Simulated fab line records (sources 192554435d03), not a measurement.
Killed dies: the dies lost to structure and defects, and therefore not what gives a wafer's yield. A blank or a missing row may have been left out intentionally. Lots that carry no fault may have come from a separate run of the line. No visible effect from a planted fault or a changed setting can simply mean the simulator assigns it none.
Code-filled problem report in 8D (eight disciplines) form | flow n5_finfet | the parts of the form that need people (team, actions taken, sign-off) are left out

== 1. THE ISSUE ==
Wafers without a fault read 12, standard deviation 5.9; killed_at_contacts at N5_PASSIVATION_PROBE_49 reads a mean of 1064 on 2 wafers belonging to 2 lots. So: +99 or more standard deviations from the usual mean.
The first sign was on wafer L337.3 at day 16 07:49, on prober-02. At this step, 18 wafers from 6 lots have a number in the record. The rule behind "out" and "out of limits": a value lying over 4 standard deviations away from the usual mean. The rest of the wafers with a number are treated as sound.

== 2. WHAT IT IS, WHAT IT ISN'T ==
question                    | is                                                                                                                     | is not
which readings at this step | killed_at_contacts, defect_limited_yield, killed_dies, killed_on_rim, sort_bin_5_function, sort_n_pass, sort_yield_pct | killed_at_M0_to_M3, killed_at_M4_up, killed_at_front_end, killed_open, killed_short, sort_bin_4_leakage, sort_bin_6_memory, sort_bin_8_speed
which lots                  | L337, L344                                                                                                             | L324, L326, L327, L330
which wafers of those lots  | L337.3, L344.6                                                                                                         | L337.2, L337.5, L344.1, L344.5
read on which tools         | prober-01, prober-02                                                                                                   | -
when                        | from day 16 07:49                                                                                                      | up to then (13 sound wafers); but 3 sound wafers of L337, L344 came after

== 3. SUSPECTS, AND WHAT RULES EACH OUT ==
Counting: a tool at a process step up to the reading stays a suspect if it ran every lot that is out. Sound lots after the first of them don't rule it out here, since some wafers of a struck lot are sound.
- rie_diel-01 at N5_MOL_CONTACT_COAG_ETCH_66 (etches SiARC in CF4, target depth 13 nm, time 21.7 s): kept. Ran every lot that is out, first one L337 (day 9 01:09); last sound lot up to then L330 (day 7 10:10).
- ald_sin-03 at N5_MOL_CONTACT_COAG_ALD_133 (deposits SiO2, target thk 5 nm, pulse time 1 s, co reactant pulse time 1 s): kept. Ran every lot that is out, first one L337 (day 9 01:25); last sound lot up to then L326 (day 6 01:48).
- rie_diel-03 at N5_MOL_CONTACT_COAG_VIA_ETCH_117 (etches SiO2 in C4F6/O2, target depth 40 nm, overetch 8 nm, time 26 s): kept. Ran every lot that is out, first one L337 (day 9 01:56); last sound lot up to then L326 (day 6 02:08).
- rie_diel-01, N5_MOL_CONTACT_COAG_ETCH_66: wafers that are out in chamber 2, sound lot-mates in chambers 0, 3.
- rie_diel-03, N5_MOL_CONTACT_COAG_VIA_ETCH_117: wafers that are out in chamber 1, sound lot-mates in chambers 0, 2, 3.
The count leaves rie_diel-01 at N5_MOL_CONTACT_COAG_ETCH_66, ald_sin-03 at N5_MOL_CONTACT_COAG_ALD_133, and rie_diel-03 at N5_MOL_CONTACT_COAG_VIA_ETCH_117.

== 4. THE CAUSE (what the simulator had put in) ==
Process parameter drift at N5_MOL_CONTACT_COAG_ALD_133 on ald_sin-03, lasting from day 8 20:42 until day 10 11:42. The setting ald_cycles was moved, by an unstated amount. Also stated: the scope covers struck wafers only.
Counting leaves 3 suspects; this tool is one of them.

== 5. SEQUENCE OF EFFECTS, ordered by route ==
Each row: a reading where the mean over the struck wafers with a number is more than 3 standard deviations away from the usual. Scope: only readings with a usual standard deviation given in the record; hours: median across lots of the time from each lot's start at the first step in this table that gives one to its start at this step; sigmas: change in usual standard deviations.
hours | step                    | reading              | usual  | on struck wafers | change | sigmas
0     | N5_PASSIVATION_PROBE_49 | defect_limited_yield | 90.5 % | 0.0              | -90.5  | -53
0     | N5_PASSIVATION_PROBE_49 | killed_at_contacts   | 12     | 1064             | +1052  | +99 or more
0     | N5_PASSIVATION_PROBE_49 | killed_dies          | 112    | 1180             | +1068  | +51
0     | N5_PASSIVATION_PROBE_49 | killed_on_rim        | 15     | 152              | +137   | +30
0     | N5_PASSIVATION_PROBE_49 | sort_bin_5_function  | 5.6 %  | 96.3             | +90.7  | +76
0     | N5_PASSIVATION_PROBE_49 | sort_n_pass          | 1068   | 0                | -1068  | -51
0     | N5_PASSIVATION_PROBE_49 | sort_yield_pct       | 90.5 % | 0.0              | -90.5  | -50
It contains these process steps:
- N5_PASSIVATION_PROBE_49

== 6. HOW IT WOULD HAVE BEEN CAUGHT EARLIER ==
In this record no reading fell out of limits until day 16 07:49, 179 hours after the fault had begun at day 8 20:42.
Of the tool readings at N5_MOL_CONTACT_COAG_ALD_133 for which the record gives a usual standard deviation, none was out on any struck wafer, so an alarm limit of 4 standard deviations on them would not have fired.
By day 16 07:49, every lot that is out (2) had started N5_MOL_CONTACT_COAG_ALD_133 on ald_sin-03. Holding the tool at that point would not have protected any of them.
